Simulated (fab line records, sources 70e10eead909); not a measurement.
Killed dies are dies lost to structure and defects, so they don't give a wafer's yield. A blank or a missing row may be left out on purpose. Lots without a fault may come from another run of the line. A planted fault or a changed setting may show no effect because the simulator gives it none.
A struck lot beside a sound one | flow nand_harc | 25 steps out of a route of 1159
Sound: wafers L757.1, L757.4, L757.6. Struck: wafers L759.3, L759.5, L759.6. The cause comes at the end.
At each step with rows: each side's tool, then ch and its chambers, then its first start. Under that, the readings that differ: sound wafers | struck wafers | difference of the means | sigmas: that difference in standard deviations of wafers without a fault.
alike: readings whose means differ by less than 2 such deviations, and words and numbers that are the same on both sides. not compared: withheld readings, readings that some wafer has no value for, bounds like >300 that may hide the same value, and numbers for which the record gives no deviation and whose values overlap.
The two part at a step that has a row with sigmas, a row that says differs or no value, or rows on one side only. Numbers that don't overlap but have no deviation are shown without sigmas and don't part them. A reading that every wafer of one side lacks parts them only if that side has two wafers or more.

first, 1 step without rows for these wafers: NHARC_P_M0_SRD_25.
NHARC_P_M0_INSPECT_27:
  sound on defect_inspect-01, day 6 16:01; struck on defect_inspect-02, day 7 11:42
  alike: raw_defect_count
NHARC_P_M0_PRE_CLEAN_31: time 12 s.
  sound on pecvd-04 ch 0,1,2, day 6 16:04; struck on pecvd-04 ch 0,1,2, day 7 11:47
  reading            | sound             | struck            | difference | sigmas
  rf_fwd_power_W (W) | 291.9 291.0 292.4 | 293.4 294.1 293.5 | +1.9       | +2
  alike: heater_power_w
NHARC_P_M0_DEP_32: deposits SiCN, target thk 30 nm.
  sound on pecvd-04 ch 0,1,2, day 6 16:09; struck on pecvd-04 ch 0,1,2, day 7 11:53
  alike: chamber_pressure_Torr, heater_power_w, rf_fwd_power_W
then, 7 steps without rows for these wafers: NHARC_P_M1_DEP_00 (deposits SiOC, target thk 182.5 nm); NHARC_P_M1_DEHYDRATE_01 (time 120 s); NHARC_P_M1_HMDS_02 (time 30 s); NHARC_P_M1_COAT_34 (time 65 s); NHARC_P_M1_COAT_03 (resist thk 90 nm); NHARC_P_M1_SOFTBAKE_04 (time 55 s); NHARC_P_M1_EBR_05.
NHARC_P_M1_EXPOSE_06: exposes mask P M1, target cd 130 nm.
  sound on arfi_scanner-02 ch 0, day 6 17:16; struck on arfi_scanner-02 ch 0, day 7 12:50
  reading              | sound             | struck            | difference | sigmas
  exposure_dose_mJ_cm2 | 82.02 81.96 81.91 | 93.83 93.78 93.82 | +11.85     | +99 or more
  alike: mask, focus_offset_nm
then, 2 steps without rows for these wafers: NHARC_P_M1_PEB_07 (peb time 65 s); NHARC_P_M1_DEVELOP_08 (develop time 35 s).
NHARC_P_M1_CD_MEAS_09: target cd 130 nm.
  sound on cd_sem-02 ch 0, day 6 17:24; struck on cd_sem-01 ch 0, day 7 12:59
  reading    | sound             | struck            | difference | sigmas
  cd_nm (nm) | 129.7 128.8 129.8 | 137.6 138.6 137.9 | +8.6       | +15
NHARC_P_M1_OVL_MEAS_10: pitch 260 nm.
  sound on overlay-02, day 6 17:29; struck on overlay-02, day 7 13:04
  alike: overlay_x_nm, overlay_y_nm
NHARC_P_M1_INSPECT_11:
  sound on defect_inspect-02, day 6 17:32; struck on defect_inspect-01, day 7 13:07
  alike: raw_defect_count
NHARC_P_M1_DESCUM_14: chemistry O2, time 3 s.
  sound on rie_diel-01 ch 1,3, day 6 17:36; struck on rie_diel-06 ch 0,2,3, day 7 13:11
  reading               | sound             | struck          | difference | sigmas
  model.P_M1.cd_nm (nm) | 130.2 129.5 129.6 | 138.2 138.7 138 | +8.5       |
  alike: drypump_motor_current_A, oes_product_au, rf_vpp_V, showerhead_plenum_p_Torr, throttle_valve_pct
  not compared: rf_hours_counter_h
NHARC_P_M1_ETCH_35: etches the open film in N2/H2, target depth 40 nm, overetch 12 nm, time 43.94 s.
  sound on rie_diel-01 ch 1,3, day 6 17:42; struck on rie_diel-06 ch 0,2,3, day 7 13:16
  alike: drypump_motor_current_A, oes_product_au, rf_fwd_power_W, rf_vpp_V, showerhead_plenum_p_Torr, throttle_valve_pct
  not compared: rf_hours_counter_h
NHARC_P_M1_ETCH_15: etches the open film in C4F8/Ar, target depth 182.5 nm, time 91.2 s.
  sound on rie_diel-01 ch 0,1,3; struck on rie_diel-06 ch 1,2,3
  alike: oes_product_au, rf_fwd_power_W, rf_vpp_V
  not compared: rf_hours_counter_h
NHARC_P_M1_CD_MEAS_16:
  sound on cd_sem-03, day 6 17:56; struck on cd_sem-01, day 7 13:29
  reading    | sound             | struck            | difference | sigmas
  cd_nm (nm) | 130.1 129.3 129.1 | 137.9 138.2 137.6 | +8.4       | +11
NHARC_P_M1_STRIP_18: strips in N2/H2.
  sound on rie_diel-11 ch 1,2, day 6 18:01; struck on rie_diel-01 ch 1,2, day 7 13:34
  reading                         | sound          | struck         | difference | sigmas
  showerhead_plenum_p_Torr (Torr) | 2.12 2.13 2.13 | 1.90 1.99 1.90 | -0.20      | -3
  alike: drypump_motor_current_A, oes_product_au, rf_fwd_power_W, rf_vpp_V, throttle_valve_pct
  not compared: rf_hours_counter_h
NHARC_P_M1_ETCH_28: etches the open film in CF4/N2, target depth 30 nm, time 72.99 s.
  sound on rie_diel-11 ch 0,1,2; struck on rie_diel-01 ch 1,2,3
  reading               | sound             | struck            | difference | sigmas
  rf_fwd_power_W (W)    | 298.1 298.1 299.1 | 296.1 295.9 295.7 | -2.5       | -2
  model.P_M1.cd_nm (nm) | 130.1 129 129.3   | 137.6 138.1 137.8 | +8.4       |
  alike: cf4_flow_sccm, drypump_motor_current_A, oes_product_au, rf_vpp_V, showerhead_plenum_p_Torr, throttle_valve_pct
  not compared: rf_hours_counter_h
then, 2 steps without rows for these wafers: NHARC_P_M1_STRIP_19 (strips in post etch residue remover, time 600 s); NHARC_END_SORT_01.

WHERE THEY PART
First at NHARC_P_M0_PRE_CLEAN_31; last, within this record, at NHARC_P_M1_ETCH_28.

WHY: what the simulator had put in
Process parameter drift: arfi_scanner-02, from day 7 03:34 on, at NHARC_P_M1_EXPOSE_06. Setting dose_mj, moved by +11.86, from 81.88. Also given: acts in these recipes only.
